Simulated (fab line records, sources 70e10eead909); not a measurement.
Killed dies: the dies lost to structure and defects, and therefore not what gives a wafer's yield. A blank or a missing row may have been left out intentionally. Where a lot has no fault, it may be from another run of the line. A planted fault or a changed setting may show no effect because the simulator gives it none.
A lot that was struck, set against a sound lot ; flow nand_harc ; 12 out of 1302 route steps
Sound: wafers L346.2, L346.3, L346.4. Struck: wafer L359.6. (L359.4 of the same lot was not struck and is left out.) The cause comes at the end.
Per side, at each step with rows, come the tool, then ch with its chambers, and then its first start. Under that, the readings that differ: sound wafers ; struck wafers ; difference of the means ; sigmas: that difference in standard deviations of wafers without a fault.
alike: readings with means less than 2 such deviations apart, plus words and numbers identical on both sides. not compared: withheld readings, readings lacking a value on some wafer, bounds such as >300 that could conceal the same value, and numbers that have no deviation in the record and whose values overlap.
The two part at a step that has a row with sigmas, a row that says differs or no value, or rows on one side only. Numbers that don't overlap but have no deviation are shown without sigmas and don't part them. Lack of a reading on every wafer of one side parts them only where that side has two or more wafers.

first, 3 steps without rows for these wafers: NHARC_A_STAIRCASE_PEB_07 (peb time 130 s); NHARC_A_STAIRCASE_DEVELOP_08 (time 140 s); NHARC_A_STAIRCASE_HARDBAKE_10 (time 140 s).
NHARC_A_STAIRCASE_DESCUM_11: chemistry O2, time 3 s.
  sound on rie_diel-13 ch 0,1,2, day 17 08:18; struck on rie_diel-03 ch 3, day 22 22:08
  alike: drypump_motor_current_A, oes_product_au, rf_vpp_V, showerhead_plenum_p_Torr, throttle_valve_pct
  not compared: rf_hours_counter_h
NHARC_A_STAIRCASE_TRIM_12: chemistry O2, time 211.2 s.
  sound on rie_diel-13 ch 1,2,3, day 17 08:23; struck on rie_diel-03 ch 0, day 22 22:14
  alike: drypump_motor_current_A, oes_product_au, rf_vpp_V, showerhead_plenum_p_Torr, throttle_valve_pct
  not compared: rf_hours_counter_h
NHARC_A_STAIRCASE_ETCH_13: etches the open film in C4F8/O2, target depth 100 nm, time 40.5 s.
  sound: rie_diel-13 ch 0,2,3; struck: rie_diel-03 ch 0
  alike: oes_product_au, rf_vpp_V
  not compared: rf_hours_counter_h
NHARC_A_STAIRCASE_TRIM_14: chemistry O2, time 211.2 s.
  sound: rie_diel-13 ch 1,2,3; struck: rie_diel-03 ch 3
  alike: drypump_motor_current_A, oes_product_au, rf_vpp_V, showerhead_plenum_p_Torr, throttle_valve_pct
  not compared: rf_hours_counter_h
then, 2 steps without rows for these wafers: NHARC_A_STAIRCASE_ETCH_15 (etches the open film in C4F8/O2, target depth 100 nm, time 40.5 s); NHARC_A_STAIRCASE_TRIM_16 (chemistry O2, time 211.2 s).
NHARC_A_STAIRCASE_ETCH_17: etches the open film in C4F8/O2, target depth 100 nm, time 40.5 s.
  sound: rie_diel-13 ch 1,2,3; struck: rie_diel-03 ch 3
  alike: oes_product_au, rf_vpp_V
  not compared: rf_hours_counter_h
then, 1 step without rows for these wafers: NHARC_A_STAIRCASE_TRIM_18 (chemistry O2, time 211.2 s).
NHARC_A_STAIRCASE_ETCH_19: etches the open film in C4F8/O2, target depth 100 nm, time 40.5 s.
  sound on rie_diel-13 ch 1,2,3, day 17 09:14; struck on rie_diel-03 ch 1, day 22 23:17
reading;sound;struck;difference;sigmas
oes_product_au (a.u.);0.943 0.952 0.952;1.081;+0.132;+11
  alike: rf_vpp_V
  not compared: rf_hours_counter_h

== WHERE THEY PART ==
Only at NHARC_A_STAIRCASE_ETCH_19, within this record.

WHY: whatever the simulator had introduced
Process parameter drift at NHARC_A_STAIRCASE_ETCH_19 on rie_diel-03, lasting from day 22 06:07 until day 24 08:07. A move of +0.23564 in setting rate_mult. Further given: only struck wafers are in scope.
